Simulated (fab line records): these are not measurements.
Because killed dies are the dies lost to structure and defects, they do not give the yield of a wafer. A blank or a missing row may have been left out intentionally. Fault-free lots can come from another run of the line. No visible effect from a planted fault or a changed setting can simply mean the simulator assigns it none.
Which tool is to blame? | flow n5Finfet | 27 wafers from 9 lots sampled at 7 of the route's 1938 steps

WHAT THE GAUGES READ, wafer by wafer
N5_BEOL_M3_INSPECT_59: inspects for defects (darkfield). Usual: rawDefectCount at 68, with a standard deviation of 24.
lot  | measured     | on               | rawDefectCount | flag
L972 | day 7 16:07  | defectInspect-02 | 77 42 57       | 
L974 | day 7 20:55  | defectInspect-01 | 38 38 46       | 
L977 | day 8 23:36  | defectInspect-02 | 578 95 58      | OFF
L987 | day 11 09:52 | defectInspect-01 | 95 65 52       | 
L988 | day 11 10:10 | defectInspect-02 | 35 60 54       | 
L989 | day 11 14:49 | defectInspect-02 | 76 67 75       | 
L991 | day 11 23:26 | defectInspect-02 | 86 110 162     | 
L993 | day 13 01:12 | defectInspect-01 | 77 49 76       | 
L995 | day 13 08:42 | defectInspect-02 | 133 70 92      | 

N5_BEOL_M4_INSPECT_13: inspects for defects (brightfield). Usual: rawDefectCount at 414, with a standard deviation of 90.
lot  | measured     | on               | rawDefectCount | flag
L972 | day 7 16:55  | defectInspect-02 | 402 374 379    | 
L974 | day 7 21:47  | defectInspect-02 | 408 305 426    | 
L977 | day 9 00:36  | defectInspect-01 | 1061 517 403   | 
L987 | day 11 11:23 | defectInspect-02 | 603 520 460    | 
L988 | day 11 11:29 | defectInspect-02 | 320 313 376    | 
L989 | day 11 15:31 | defectInspect-01 | 332 291 404    | 
L991 | day 12 01:53 | defectInspect-02 | 454 527 512    | 
L993 | day 13 03:32 | defectInspect-02 | 450 326 424    | 
L995 | day 13 09:49 | defectInspect-01 | 381 418 331    | 

N5_BEOL_M4_RC_MEAS_101. Usual: DIBL_N 36.4 mV/V, standard deviation 1.4; DIBL_P 36.3 mV/V, standard deviation 1.8; IOFF_N 0.163 nA/um, standard deviation 0.024; IOFF_P 0.21 nA/um, standard deviation 0.034; ION_N 673 uA/um, standard deviation 11; ION_P 461 uA/um, standard deviation 7.4; SS_N 71.6 mV/dec, standard deviation 0.52; SS_P 73.3 mV/dec, standard deviation 0.58; VT_N 249.4 mV, standard deviation 2.5; VT_P -250 mV, standard deviation 3.5.
lot  | measured     | on        | DIBL_N (mV/V)  | DIBL_P (mV/V)  | IOFF_N (nA/um)    | IOFF_P (nA/um) | ION_N (uA/um) | ION_P (uA/um) | SS_N (mV/dec)  | SS_P (mV/dec)  | VT_N (mV)         | VT_P (mV)      | flag
L972 | day 8 00:08  | prober-02 | 36.6 35.5 36.9 | 36.5 34.1 37.0 | 0.169 0.153 0.187 | 0.20 0.18 0.21 | 686 669 699   | 462 451 465   | 70.9 70.7 71.5 | 72.7 72.3 73.4 | 248.1 248.6 246.2 | -253 -252 -252 | 
L974 | day 8 07:10  | prober-01 | 37.2 37.2 37.5 | 38.0 37.4 38.2 | 0.170 0.169 0.181 | 0.25 0.24 0.24 | 663 668 666   | 456 462 459   | 71.9 71.2 71.9 | 73.8 73.4 73.8 | 245.9 249.0 246.9 | -246 -248 -248 | 
L977 | day 9 09:47  | prober-01 | 37.5 39.0 37.6 | 38.4 39.6 38.6 | 0.198 0.209 0.190 | 0.24 0.26 0.24 | 678 679 682   | 458 460 469   | 72.5 72.6 71.7 | 74.3 74.2 73.8 | 247.3 246.0 248.4 | -249 -252 -249 | 
L987 | day 11 20:21 | prober-01 | 35.4 34.9 36.1 | 36.8 35.6 36.5 | 0.153 0.145 0.154 | 0.22 0.20 0.21 | 674 648 666   | 461 450 458   | 71.8 71.6 71.9 | 72.6 73.0 73.0 | 250.4 251.5 252.0 | -249 -251 -251 | 
L988 | day 11 21:12 | prober-02 | 37.7 35.0 35.7 | 35.9 33.7 33.7 | 0.174 0.124 0.138 | 0.21 0.17 0.17 | 663 661 653   | 451 455 448   | 72.5 71.4 71.8 | 73.4 73.3 72.7 | 252.2 254.1 252.6 | -249 -250 -256 | 
L989 | day 12 02:36 | prober-01 | 36.4 34.9 35.2 | 37.2 35.6 36.2 | 0.175 0.147 0.153 | 0.22 0.19 0.19 | 676 683 682   | 461 465 468   | 71.5 70.5 70.8 | 73.4 72.6 72.1 | 248.3 248.1 249.0 | -248 -251 -251 | 
L991 | day 12 19:30 | prober-02 | 37.2 36.8 36.7 | 37.3 36.7 37.1 | 0.153 0.150 0.156 | 0.21 0.20 0.21 | 674 665 679   | 457 459 463   | 72.6 71.8 71.8 | 73.9 73.5 73.9 | 250.4 252.3 251.0 | -250 -251 -253 | 
L993 | day 13 15:14 | prober-02 | 35.1 36.0 35.1 | 34.8 35.2 35.0 | 0.137 0.146 0.142 | 0.19 0.20 0.20 | 665 666 662   | 460 455 456   | 70.9 71.1 70.9 | 73.0 72.9 72.6 | 250.8 251.1 248.0 | -250 -250 -248 | 
L995 | day 13 18:05 | prober-01 | 37.4 40.3 36.6 | 35.5 38.7 33.9 | 0.158 0.217 0.146 | 0.23 0.30 0.22 | 674 691 656   | 466 465 458   | 71.0 72.4 71.6 | 73.2 73.9 72.1 | 249.3 245.3 254.2 | -247 -242 -247 | 

WHAT TOOL EACH LOT RAN ON (gives the tool, then ch and the chambers of the sampled wafers, and finally the start)
lot  | N5_BEOL_M3_ANNEAL_80        | N5_BEOL_M3_ANNEAL_95        | N5_BEOL_M3_SPUTTER_96       | N5_BEOL_M3_PRE_CLEAN_60
L972 | pvdSputter-02, day 7 13:25  | pvdSputter-02, day 7 14:44  | pvdSputter-02, day 7 14:52  | cvdCo-01 ch 0,1,2, day 7 15:52
L974 | pvdSputter-03, day 7 18:19  | pvdSputter-03, day 7 19:38  | pvdSputter-03, day 7 19:46  | cvdCo-02 ch 0,1,2, day 7 20:40
L977 | pvdSputter-01, day 8 21:04  | pvdSputter-01, day 8 22:23  | pvdSputter-01, day 8 22:31  | cvdCo-01 ch 0,1,2, day 8 23:20
L987 | pvdSputter-02, day 11 07:19 | pvdSputter-02, day 11 08:38 | pvdSputter-02, day 11 08:47 | cvdCo-02 ch 0,1, day 11 09:37
L988 | pvdSputter-03, day 11 07:37 | pvdSputter-03, day 11 08:56 | pvdSputter-03, day 11 09:04 | cvdCo-01 ch 0,1, day 11 09:55
L989 | pvdSputter-02, day 11 12:16 | pvdSputter-02, day 11 13:35 | pvdSputter-02, day 11 13:43 | cvdCo-01 ch 1,2, day 11 14:32
L991 | pvdSputter-03, day 11 20:48 | pvdSputter-03, day 11 22:07 | pvdSputter-03, day 11 22:16 | cvdCo-01 ch 0,2, day 11 23:10
L993 | pvdSputter-03, day 12 22:31 | pvdSputter-03, day 12 23:50 | pvdSputter-03, day 12 23:58 | cvdCo-01 ch 0,1, day 13 00:57
L995 | pvdSputter-01, day 13 06:07 | pvdSputter-01, day 13 07:26 | pvdSputter-01, day 13 07:35 | cvdCo-02 ch 0,1,2, day 13 08:27
- N5_BEOL_M3_ANNEAL_80: time 240 s.
- N5_BEOL_M3_ANNEAL_95: time 240 s.
- N5_BEOL_M3_SPUTTER_96: material Cu, target thk 4.5 nm, time 8.29 s.
- N5_BEOL_M3_PRE_CLEAN_60: time 15 s.

AS READ BY THE TOOLS THEMSELVES (means over the sampled wafers that have a number; for cases with no such wafer, the mark the record gives instead)
N5_BEOL_M3_ANNEAL_80. Usual: heaterPowerW 834 W, standard deviation 92; susceptorTempC 400.00 C, standard deviation 0.2.
lot  | tool          | heaterPowerW (W) | susceptorTempC (C) | flag
L972 | pvdSputter-02 | 940              | 400.06             | 
L974 | pvdSputter-03 | 783              | 399.91             | 
L977 | pvdSputter-01 | 736              | 399.93             | 
L987 | pvdSputter-02 | 911              | 399.92             | 
L988 | pvdSputter-03 | 746              | 400.17             | 
L989 | pvdSputter-02 | 956              | 400.01             | 
L991 | pvdSputter-03 | 806              | 399.72             | 
L993 | pvdSputter-03 | 808              | 400.06             | 
L995 | pvdSputter-01 | 825              | 400.03             | 

N5_BEOL_M3_ANNEAL_95. Usual: heaterPowerW 837 W, standard deviation 94; susceptorTempC 399.98 C, standard deviation 0.23.
lot  | tool          | heaterPowerW (W) | susceptorTempC (C) | flag
L972 | pvdSputter-02 | 933              | 399.97             | 
L974 | pvdSputter-03 | 799              | 400.23             | 
L977 | pvdSputter-01 | 730              | 400.15             | 
L987 | pvdSputter-02 | 945              | 399.89             | 
L988 | pvdSputter-03 | 746              | 400.11             | 
L989 | pvdSputter-02 | 953              | 399.89             | 
L991 | pvdSputter-03 | 808              | 399.92             | 
L993 | pvdSputter-03 | 815              | 399.72             | 
L995 | pvdSputter-01 | 823              | 400.07             | 

N5_BEOL_M3_SPUTTER_96. Usual: substrateTempC -20.00 C, standard deviation 0.1; susceptorTempC -20.01 C, standard deviation 0.099; throttleValvePct 30.2 %, standard deviation 1.2.
lot  | tool          | substrateTempC (C) | susceptorTempC (C) | throttleValvePct (%) | flag
L972 | pvdSputter-02 | -20.03             | -19.98             | 31.1                 | 
L974 | pvdSputter-03 | -20.00             | -20.14             | 30.4                 | 
L977 | pvdSputter-01 | -19.98             | -20.02             | 29.7                 | 
L987 | pvdSputter-02 | -19.97             | -20.03             | 31.3                 | 
L988 | pvdSputter-03 | -20.00             | -20.04             | 30.6                 | 
L989 | pvdSputter-02 | -20.07             | -19.93             | 30.5                 | 
L991 | pvdSputter-03 | -19.99             | -19.98             | 30.0                 | 
L993 | pvdSputter-03 | -20.07             | -20.06             | 29.7                 | 
L995 | pvdSputter-01 | -19.94             | -20.04             | 30.0                 | 

N5_BEOL_M3_PRE_CLEAN_60. Usual: heaterPowerW at 100 W, with a standard deviation of 27.
lot  | tool     | heaterPowerW (W) | flag
L972 | cvdCo-01 | 107              | 
L974 | cvdCo-02 | 91               | 
L977 | cvdCo-01 | 105              | 
L987 | cvdCo-02 | 83               | 
L988 | cvdCo-01 | 102              | 
L989 | cvdCo-01 | 109              | 
L991 | cvdCo-01 | 81               | 
L993 | cvdCo-01 | 101              | 
L995 | cvdCo-02 | 96               | 

THE ANSWER, worked out from the rows above alone
Rule: lot off if the mean of its wafers having a number is beyond 3 standard deviations from the usual mean. Also off: a lot with no number at a reading for which 4 or more lots have one. All remaining lots with rows at the step are treated as sound. First the gauges in route order, then the tools' own readings, where a lot's mean is used as printed above. At the first step where some lot is off, the reading lying furthest off is the one used; lots without a number count as furthest.
Off: L977, at N5_BEOL_M3_INSPECT_59 (rawDefectCount).
A tool fits if, at a process step before that reading, it ran every lot that is off, and no sound lot after the first of them. Those tools and the gauges at N5_BEOL_M3_INSPECT_59 are tried in the same way. None of those tried fits.

WHAT THE SIMULATOR PUT IN
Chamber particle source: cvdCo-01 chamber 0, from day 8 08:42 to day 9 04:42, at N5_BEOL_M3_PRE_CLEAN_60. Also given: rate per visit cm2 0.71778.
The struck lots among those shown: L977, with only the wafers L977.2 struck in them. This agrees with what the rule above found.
